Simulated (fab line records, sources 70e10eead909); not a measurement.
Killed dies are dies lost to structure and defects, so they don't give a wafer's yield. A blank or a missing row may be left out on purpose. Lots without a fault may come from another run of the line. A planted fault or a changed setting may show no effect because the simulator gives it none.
fab line records | flow nand_harc | part 2 of 2: steps 23 to 33 of 33
record lots=5 wafers=15 last_day=32
route steps=1302 shown P_CONTACT@218
lots that met no fault: from a run of the same line without faults
start_h: hours from the record's first day to the start of the lot's first wafer shown | wait_h: hours since the lot's step before | " the same as in the row above | L1.1+2: a row that stands for several wafers | - no value, or no start given | * or withheld: withheld | < > ~ a bound
route shown NAME@n: a module of which the file shows steps, and the number in the route of the first | usual: mean/standard deviation of fault-free wafers | same: alike in all rows | chamber/n: place in a boat | sites: the reading at each site | _std_site: their standard deviation | _edge_site: outer sites' mean less inner sites' | radius_mm: how far each site lies from the wafer's centre | mask NAME#n: copy n | behind: the tool/chamber that last shaped the wafer | hold: why the lot was held/for how many hours/how that ended | device: the transistor (n, p or np) that didn't switch | end of line: the same wafers' tests at the end of the route | a step without rows: its recipe alone | killed: dies lost to structure and defects at the first sort, not the wafer's yield | map: a wafer's dies, x killed, . not, _ none there
set.NAME: the setting as run; set.NAME@STEP: as run at that earlier step | model.NAME: the simulator's own value behind a step, which no gauge read
lots at some steps of the route; a table a step, a row a wafer
services: from which hour (start_h, from the record's first day; less than 0 if before it) a tool's chamber was out of use, for how many hours, and why
## steps
# step NHARC_P_CONTACT_CD_MEAS_19
# usual cd_nm=90.1/0.97
# columns lot.wafer tool chamber start_h wait_h cd_nm
L075.3 cd_sem-03 - 141.00 - 90.0
L075.5 " - " " 90.9
L075.6 " - " " 90.4
L079.1 cd_sem-02 - 168.05 - 90.4
L079.2 " - " " 89.7
L079.3 " - " " 89.1
L084.1 cd_sem-01 - 221.68 - 92.9
L084.3 " - " " 91.6
L084.5 " - " " 90.3
L092.2 cd_sem-01 - 297.37 - 89.9
L092.3 " - " " 90.6
L092.4 " - " " 90.5
L094.1 cd_sem-01 - 323.18 - 90.4
L094.2 " - " " 89.5
L094.6 " - " " 90.4
# step NHARC_P_CONTACT_STRIP_28
# recipe o2_flow_sccm=500 ar_flow_sccm=0 bias_w=0 chemistry=O2
# usual drypump_motor_current_A=5.6/0.46 oes_product_au=1.001/0.0067 rf_vpp_V=57.9/0.89 showerhead_plenum_p_Torr=3.52/0.15 throttle_valve_pct=17.035/0.0097
# columns lot.wafer tool chamber start_h wait_h drypump_motor_current_A oes_product_au rf_hours_counter_h rf_vpp_V showerhead_plenum_p_Torr throttle_valve_pct
L075.3 rie_diel-02 3 141.10 0.1 6.6 0.995 2.3 58.2 3.58 17.042
L075.6 " 1 " " 4.9 0.997 - 59.1 3.55 17.038
L075.5 " 2 " " 5.3 0.989 - 57.9 3.70 17.034
L079.2 rie_diel-12 0 168.13 0.1 5.2 1.007 3.4 58.2 3.30 17.054
L079.1 " 2 " " 5.9 1.003 3.0 56.9 3.37 17.054
L079.3 " 3 " " 5.9 1.012 3.4 57.9 3.38 17.047
L084.1 rie_diel-12 0 221.76 0.1 5.2 1.000 8.3 57.8 3.30 17.033
L084.3 " 2 " " 5.9 1.005 8.0 58.9 3.37 17.024
L084.5 " 0 " " 5.2 1.007 - 57.9 3.30 17.032
L092.2 rie_diel-11 0 297.45 0.1 5.7 1.001 0.7 57.9 3.46 17.037
L092.4 " 1 " " 6.2 1.002 0.7 57.4 3.59 17.024
L092.3 " 2 " " 5.4 1.002 0.9 59.5 3.73 17.028
L094.2 rie_diel-12 2 323.25 0.1 5.9 1.003 2.9 56.6 3.36 17.022
L094.1 " 3 " " 5.9 1.005 3.4 55.1 3.38 17.052
L094.6 " 2 " " 5.9 1.005 - 58.5 3.36 17.037
# step NHARC_P_CONTACT_STRIP_29
# recipe time_s=1200 temp_c=72.5 chemistry=post_etch_residue_remover
# columns lot.wafer tool chamber start_h wait_h
L075.5+3+6 wet_bench-01 7,1,2 141.26 -
L079.2+1+3 wet_bench-05 0,1,2 168.38 0.2
L084.1+5+3 wet_bench-04 2,5,7 221.98 0.2
L092.2+3+4 wet_bench-05 7,1,2 297.63 -
L094.6+1+2 wet_bench-01 7,0,3 323.45 -
# step NHARC_P_CONTACT_DEGAS_38
# recipe temp_c=300 time_s=60
# usual heater_power_w=465/46
# columns lot.wafer tool chamber start_h wait_h heater_power_w
L075.3 pvd_sputter-02 - 141.72 - 487
L075.6 " - " " 412
L075.5 " - " " 494
L079.2 pvd_sputter-03 - 168.80 - 430
L079.1 " - " " 471
L079.3 " - " " 443
L084.1 pvd_sputter-02 - 222.43 - 417
L084.3 " - " " 519
L084.5 " - " " 492
L092.2 pvd_sputter-02 - 298.09 - 466
L092.3 " - " " 425
L092.4 " - " " 475
L094.1 pvd_sputter-02 - 323.90 - 442
L094.2 " - " " 483
L094.6 " - " " 465
# step NHARC_P_CONTACT_PRE_CLEAN_39
# recipe time_s=19.5 bias_v=250 gas=Ar
# columns lot.wafer tool chamber start_h wait_h
L075.3+6+5 pvd_sputter-02 - - -
L079.1+2+3 pvd_sputter-03 - - -
L084.3+1+5 pvd_sputter-02 - - -
L092.2+4+3 pvd_sputter-02 - - -
L094.2+1+6 pvd_sputter-02 - - -
# step NHARC_P_CONTACT_PVD_32
# recipe target_thk_a=50 chamber_pressure_pa=5 power_w=5000 substrate_temp_c=200 time_s=17.7 material=Ti
# usual substrate_temp_c=199.99/0.15 throttle_valve_pct=29.9/1.3
# columns lot.wafer tool chamber start_h wait_h substrate_temp_c throttle_valve_pct
L075.3 pvd_sputter-02 - - - 200.29 32.2
L075.5 " - " " 200.35 27.6
L075.6 " - " " 200.01 30.8
L079.3 pvd_sputter-03 - - - 200.03 30.4
L079.1 " - " " 199.90 31.9
L079.2 " - " " 199.95 28.4
L084.3 pvd_sputter-02 - - - 200.06 32.3
L084.1 " - " " 200.02 31.0
L084.5 " - " " 200.11 32.3
L092.4 pvd_sputter-02 - - - 199.91 29.6
L092.3 " - " " 200.06 29.6
L092.2 " - " " 199.88 31.4
L094.2 pvd_sputter-02 - - - 200.18 29.7
L094.1 " - " " 200.05 29.7
L094.6 " - " " 199.88 29.5
# step NHARC_P_CONTACT_ALD_22
# recipe target_thk_a=30 pulse_time_s=1 ald_cycles=150 temp_c=450 material=TiN
# usual heater_power_w=1044/84 precursor_pulse_height_rel=0.997/0.021
# columns lot.wafer tool chamber start_h wait_h heater_power_w precursor_pulse_height_rel
L075.3 ald_metal-02 1 142.01 - 1040 1.013
L075.5 " 2 " " 965 0.987
L075.6 " 3 " " 914 0.991
L079.2 ald_metal-02 1 169.05 - 1053 0.980
L079.1 " 2 " " 1018 0.990
L079.3 " 3 " " 941 1.035
L084.1 ald_metal-03 2 222.67 - 1094 1.005
L084.3 " 1 " " 1020 0.976
L084.5 " 2 " " 1086 0.980
L092.3 ald_metal-02 3 298.33 - 908 1.002
L092.2 " 0 " " 1183 1.033
L092.4 " 2 " " 1034 0.993
L094.1 ald_metal-03 3 324.17 - 1039 0.979
L094.2 " 0 " " 886 1.033
L094.6 " 1 " " 1018 1.005
# step NHARC_P_CONTACT_CVD_23
# recipe target_thk_a=2000 temp_c=300 pressure_torr=40 wf6_flow_sccm=40 h2_flow_sccm=1600 ar_flow_sccm=1560 time_s=557 material=W
# usual heater_power_w=466/36 throttle_valve_pct=8.2/0.35
# columns lot.wafer tool chamber start_h wait_h heater_power_w throttle_valve_pct
L075.3 cvd_w-02 0 - - 479 8.2
L075.6 " 1 " " 417 8.5
L075.5 " 0 " " 475 8.0
L079.2 cvd_w-01 0 - - 450 8.2
L079.1 " 1 " " 489 7.9
L079.3 " 1 " " 487 7.7
L084.1 cvd_w-01 1 - - 515 8.1
L084.3 " 0 " " 472 8.0
L084.5 " 1 " " 507 8.1
L092.2 cvd_w-01 0 - - 470 7.7
L092.3 " 1 " " 508 8.3
L092.4 " 0 " " 473 7.9
L094.1 cvd_w-02 1 - - 400 8.5
L094.2 " 0 " " 462 8.1
L094.6 " 1 " " 398 8.6
# step NHARC_P_CONTACT_CMP_24
# recipe t_overpolish_s=30 target_thk_nm=200
# usual motor_current_A=12.0/0.77 overpolish_run_s=30.001/0.01 slurry_filter_dp_kPa=13.49/0.14 time_to_endpoint_s=39.6/2.6
# columns lot.wafer tool chamber start_h wait_h motor_current_A overpolish_run_s slurry_filter_dp_kPa time_to_endpoint_s
L075.3 cmp-01 0 142.85 0.3 13.6 30.002 13.44 41.3
L075.5 " 2 " " 12.0 29.997 13.44 40.4
L075.6 " 3 " " 11.2 30.009 13.55 42.8
L079.2 cmp-02 2 169.92 0.6 12.0 29.999 13.64 35.6
L079.1 " 3 " " 12.2 29.996 13.59 34.7
L079.3 " 0 " " 11.9 29.992 13.53 40.9
L084.3 cmp-01 0 223.52 0.4 12.4 29.986 13.24 37.4
L084.1 " 2 " " 11.8 30.011 13.58 40.5
L084.5 " 0 " " 13.4 30.010 13.28 40.4
L092.2 cmp-01 0 299.21 0.5 13.1 30.005 13.38 40.6
L092.3 " 1 " " 11.8 29.992 13.53 40.5
L092.4 " 2 " " 11.7 29.997 13.34 41.3
L094.1 cmp-03 0 324.99 0.6 11.0 29.990 13.49 39.9
L094.2 " 1 " " 13.2 30.001 13.66 38.3
L094.6 " 3 " " 13.1 30.005 13.69 42.2
# step NHARC_P_CONTACT_SRD_26
# columns lot.wafer tool chamber start_h wait_h
L075.3+6+5 wet_bench-01 1,3,4 143.12 0.0
L079.2+1+3 wet_bench-01 2,3,5 170.21 0.0
L084.1+5+3 wet_bench-04 0,1,4 223.84 0.0
L092.4+3+2 wet_bench-01 0,1,3 299.51 0.0
L094.1+2+6 wet_bench-05 3,5,6 325.29 0.0
# step NHARC_P_CONTACT_INSPECT_27
# usual raw_defect_count=298/120
# columns lot.wafer tool chamber start_h wait_h raw_defect_count
L075.3 defect_inspect-01 - 143.20 0.1 584
L075.5 " - " " 270
L075.6 " - " " 320
L079.1 defect_inspect-01 - 170.29 0.1 301
L079.2 " - " " 306
L079.3 " - " " 146
L084.1 defect_inspect-01 - 223.92 0.1 154
L084.3 " - " " 212
L084.5 " - " " 198
L092.2 defect_inspect-01 - 299.59 0.1 683
L092.3 " - " " 345
L092.4 " - " " 281
L094.1 defect_inspect-02 - 325.37 0.1 396
L094.2 " - " " 211
L094.6 " - " " 220
## services
# columns tool chamber start_h hours kind
cmp-01 - 117.07 1.7 repair
pvd_sputter-02 - 123.00 1.9 repair
rie_diel-12 1 143.56 7.6 repair
rie_diel-11 - 149.04 0.3 repair
litho_track-01 - 155.00 7.0 pm
rie_diel-12 1 165.33 30.3 repair
rie_diel-02 2 174.18 7.8 repair
litho_track-06 - 179.00 7.0 pm
wet_bench-01 - 185.15 1.2 repair
litho_track-04 - 203.00 7.0 pm
rie_diel-12 1 209.77 32.7 repair
rie_diel-02 - 216.70 9.0 pm
rie_diel-11 3 222.81 7.6 repair
rie_diel-11 0 228.35 14.2 repair
rie_diel-02 0 247.03 18.9 repair
rie_diel-11 - 255.50 9.0 pm
rie_diel-12 - 268.42 9.0 pm
pvd_sputter-02 - 276.17 1.2 repair
rie_diel-02 3 276.56 3.8 repair
wet_bench-01 - 277.60 8.0 pm
pvd_sputter-02 - 282.08 10.0 pm
rie_diel-11 1 291.24 4.1 repair
pvd_sputter-02 - 292.59 1.7 repair
pvd_sputter-02 - 317.60 2.1 repair
